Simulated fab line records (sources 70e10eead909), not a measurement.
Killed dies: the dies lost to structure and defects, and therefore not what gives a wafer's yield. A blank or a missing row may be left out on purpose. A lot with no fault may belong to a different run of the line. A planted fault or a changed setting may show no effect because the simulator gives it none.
What tool caused it? | flow nand harc | 12 lots, 34 wafers sampled, at 5 steps of a route of 1302

== WHAT EACH GAUGE READ, for each wafer ==
NHARC_END_SORT_01.
lot  | measured     | on        | killed at array | killed at other | killed at periphery | killed dies | killed open | killed short
L641 | day 28 17:16 | prober-02 | 101 117         | 0 0             | 4 4                 | 105 121     | 2 3         | 1 2
L643 | day 29 04:53 | prober-02 | 60 81           | 1 1             | 1 2                 | 62 84       | 2 2         | 6 1

== WHICH TOOL RAN EACH LOT (tool, then ch and the chambers of the sampled wafers, then the start) ==
lot  | NHARC_A_CHANNEL_HOLE_D1_DEP_00 | NHARC_A_CHANNEL_HOLE_D1_ETCH_39    | NHARC_A_CHANNEL_HOLE_D1_ETCH_21  | NHARC_A_CHANNEL_HOLE_D1_ETCH_26
L632 | acl dep-01 ch 0, day 8 13:20   | rie diel-08 ch 1,2, day 8 16:03    | har etch-02 ch 0,1, day 8 18:43  | har etch-02 ch 0,1, day 8 22:05
L634 | acl dep-03 ch 0, day 9 07:15   | rie diel-08 ch 0,1, day 9 09:41    | har etch-02 ch 0,1, day 9 11:19  | har etch-02 ch 0,1, day 9 14:34
L635 | acl dep-03 ch 0, day 9 21:49   | rie diel-08 ch 1,2, day 10 00:55   | har etch-01 ch 0,1, day 10 02:21 | har etch-01 ch 0,1, day 10 05:43
L636 | acl dep-03 ch 0, day 10 03:55  | rie diel-08 ch 2,3, day 10 07:07   | har etch-02 ch 0,1, day 10 09:08 | har etch-02 ch 0,1, day 10 12:29
L639 | acl dep-03 ch 0, day 10 21:10  | rie diel-08 ch 0,2,3, day 11 00:16 | har etch-02 ch 0,1, day 11 01:39 | har etch-02 ch 0,1, day 11 05:01
L641 | acl dep-02 ch 0, day 12 09:59  | rie diel-08 ch 2,3, day 12 11:51   | har etch-02 ch 0,1, day 12 16:10 | har etch-02 ch 0,1, day 12 19:23
L643 | acl dep-02 ch 0, day 12 20:25  | rie diel-08 ch 0, day 12 23:06     | har etch-01 ch 0, day 13 00:37   | har etch-01 ch 0, day 13 03:57
L649 | acl dep-02 ch 0, day 15 13:34  | rie diel-08 ch 1,2,3, day 15 16:19 | har etch-02 ch 0,1, day 15 22:30 | har etch-02 ch 0,1, day 16 01:50
L652 | acl dep-01 ch 0, day 16 21:42  | rie diel-08 ch 2,3, day 17 00:46   | har etch-01 ch 0, day 17 02:15   | har etch-01 ch 0, day 17 05:32
L653 | acl dep-01 ch 0, day 17 03:25  | rie diel-08 ch 0,1,3, day 17 06:18 | har etch-01 ch 0,1, day 17 10:37 | har etch-01 ch 0,1, day 17 13:56
L654 | acl dep-03 ch 0, day 17 03:25  | rie diel-12 ch 0,2, day 17 06:30   | har etch-02 ch 0,1, day 17 14:07 | har etch-02 ch 0,1, day 17 17:29
L655 | acl dep-02 ch 0, day 17 19:38  | rie diel-08 ch 1,2,3, day 17 22:30 | har etch-02 ch 0,1, day 17 23:56 | har etch-02 ch 0,1, day 18 03:17
- NHARC_A_CHANNEL_HOLE_D1_DEP_00: deposits aC, target thk 3100 nm.
- NHARC_A_CHANNEL_HOLE_D1_ETCH_39: etches the open film in N2/H2, target depth 260 nm, time 325 s.
- NHARC_A_CHANNEL_HOLE_D1_ETCH_21: etches the open film in C4F8/O2/Ar, time 514.3 s, target depth 1600 nm.
- NHARC_A_CHANNEL_HOLE_D1_ETCH_26: etches the open film in C4F8/O2/Ar, time 224.1 s, target depth 300 nm.

== AS READ BY THE TOOLS THEMSELVES (means over the sampled wafers that have a number; for cases with no such wafer, the mark the record gives instead) ==
NHARC_A_CHANNEL_HOLE_D1_DEP_00.
lot  | tool       | throttle valve pct (%)
L632 | acl dep-01 | 35.009
L634 | acl dep-03 | 35.005
L635 | acl dep-03 | 34.994
L636 | acl dep-03 | 35.008
L639 | acl dep-03 | 34.995
L641 | acl dep-02 | 34.998
L643 | acl dep-02 | 34.990
L649 | acl dep-02 | 34.995
L652 | acl dep-01 | 35.001
L653 | acl dep-01 | 35.008
L654 | acl dep-03 | 35.002
L655 | acl dep-02 | 34.999

NHARC_A_CHANNEL_HOLE_D1_ETCH_39.
lot  | tool        | drypump motor current A (A) | n2 flow sccm (sccm) | oes product au (a.u.) | rf vpp V (V) | showerhead plenum p Torr (Torr) | throttle valve pct (%)
L632 | rie diel-08 | 5.6                         | 150.4               | 1.004                 | 430.5        | 2.02                            | 14.174
L634 | rie diel-08 | 5.9                         | 149.4               | 1.000                 | 429.8        | 1.99                            | 14.173
L635 | rie diel-08 | 5.7                         | 150.2               | 1.005                 | 430.4        | 2.02                            | 14.166
L636 | rie diel-08 | 5.6                         | 149.2               | 0.998                 | 428.7        | 1.96                            | 14.178
L639 | rie diel-08 | 5.4                         | 149.9               | 1.001                 | 430.8        | 2.05                            | 14.173
L641 | rie diel-08 | 5.5                         | 149.4               | 0.926                 | 429.5        | 1.99                            | 14.172
L643 | rie diel-08 | 5.2                         | 150.4               | 0.933                 | 434.0        | 2.17                            | 14.177
L649 | rie diel-08 | 5.8                         | 150.2               | 0.990                 | 428.8        | 1.96                            | 14.163
L652 | rie diel-08 | 5.5                         | 150.1               | 0.996                 | 429.8        | 2.02                            | 14.170
L653 | rie diel-08 | 5.7                         | 149.9               | 1.007                 | 428.8        | 1.99                            | 14.159
L654 | rie diel-12 | 5.8                         | 150.1               | 1.003                 | 430.9        | 2.03                            | 14.175
L655 | rie diel-08 | 5.8                         | 150.4               | 0.999                 | 428.6        | 1.96                            | 14.169

NHARC_A_CHANNEL_HOLE_D1_ETCH_21.
lot  | tool        | drypump motor current A (A) | showerhead plenum p Torr (Torr) | temp c (C) | throttle valve pct (%)
L632 | har etch-02 | 5.93                        | 3.54                            | -19.95     | 32.164
L634 | har etch-02 | 5.93                        | 3.53                            | -19.90     | 32.151
L635 | har etch-01 | 5.72                        | 3.71                            | -19.85     | 32.159
L636 | har etch-02 | 5.91                        | 3.53                            | -20.01     | 32.157
L639 | har etch-02 | 5.90                        | 3.52                            | -19.89     | 32.143
L641 | har etch-02 | 5.92                        | 3.51                            | -20.03     | 32.154
L643 | har etch-01 | 5.80                        | 3.70                            | -20.00     | 32.161
L649 | har etch-02 | 5.88                        | 3.49                            | -20.09     | 32.165
L652 | har etch-01 | 5.79                        | 3.67                            | -20.02     | 32.160
L653 | har etch-01 | 5.71                        | 3.65                            | -19.95     | 32.164
L654 | har etch-02 | 5.95                        | 3.93                            | -19.92     | 32.149
L655 | har etch-02 | 5.93                        | 3.93                            | -19.99     | 32.154

NHARC_A_CHANNEL_HOLE_D1_ETCH_26.
lot  | tool        | drypump motor current A (A) | showerhead plenum p Torr (Torr) | temp c (C) | throttle valve pct (%)
L632 | har etch-02 | 5.94                        | 3.57                            | -19.97     | 24.589
L634 | har etch-02 | 5.94                        | 3.57                            | -19.98     | 24.589
L635 | har etch-01 | 5.71                        | 3.76                            | -20.07     | 24.574
L636 | har etch-02 | 5.90                        | 3.56                            | -20.07     | 24.597
L639 | har etch-02 | 5.89                        | 3.56                            | -19.94     | 24.581
L641 | har etch-02 | 5.91                        | 3.54                            | -20.07     | 24.574
L643 | har etch-01 | 5.81                        | 3.74                            | -20.00     | 24.585
L649 | har etch-02 | 5.88                        | 3.52                            | -19.97     | 24.589
L652 | har etch-01 | 5.78                        | 3.71                            | -20.07     | 24.589
L653 | har etch-01 | 5.70                        | 3.70                            | -20.03     | 24.589
L654 | har etch-02 | 5.94                        | 3.99                            | -20.02     | 24.582
L655 | har etch-02 | 5.94                        | 3.99                            | -20.09     | 24.576

== THE ANSWER, worked out from the rows above alone ==
Rule: usual is defined by the lots themselves. Put in order of their means at a reading, lots are off if they are a third of the lots or fewer, leave a main group of 4 or more, and stand apart from it by a gap of 3 or more times the standard deviation of the main group's means; of several such gaps the widest counts. Not used: any main group whose means are identical at the precision the tables above print for the reading. Also off: a lot with no number at a reading for which 4 or more lots have one. The other lots that the step has rows for count as sound. The gauges are gone through in route order, then the tools' own readings, and for those a lot's mean is taken as printed above. The first step at which some lot is off is used, and at that step the reading that is off furthest; a lot without a number counts as furthest.
Off: L641, L643 (NHARC_A_CHANNEL_HOLE_D1_ETCH_39, oes product au). Main group: mean 1.000 a.u., sd 0.0047.
A tool fits if, at that step or a process step before it, it ran every lot that is off, and no sound lot after the first of them. None of those tried fits.

== WHAT HAD BEEN PUT IN BY THE SIMULATOR ==
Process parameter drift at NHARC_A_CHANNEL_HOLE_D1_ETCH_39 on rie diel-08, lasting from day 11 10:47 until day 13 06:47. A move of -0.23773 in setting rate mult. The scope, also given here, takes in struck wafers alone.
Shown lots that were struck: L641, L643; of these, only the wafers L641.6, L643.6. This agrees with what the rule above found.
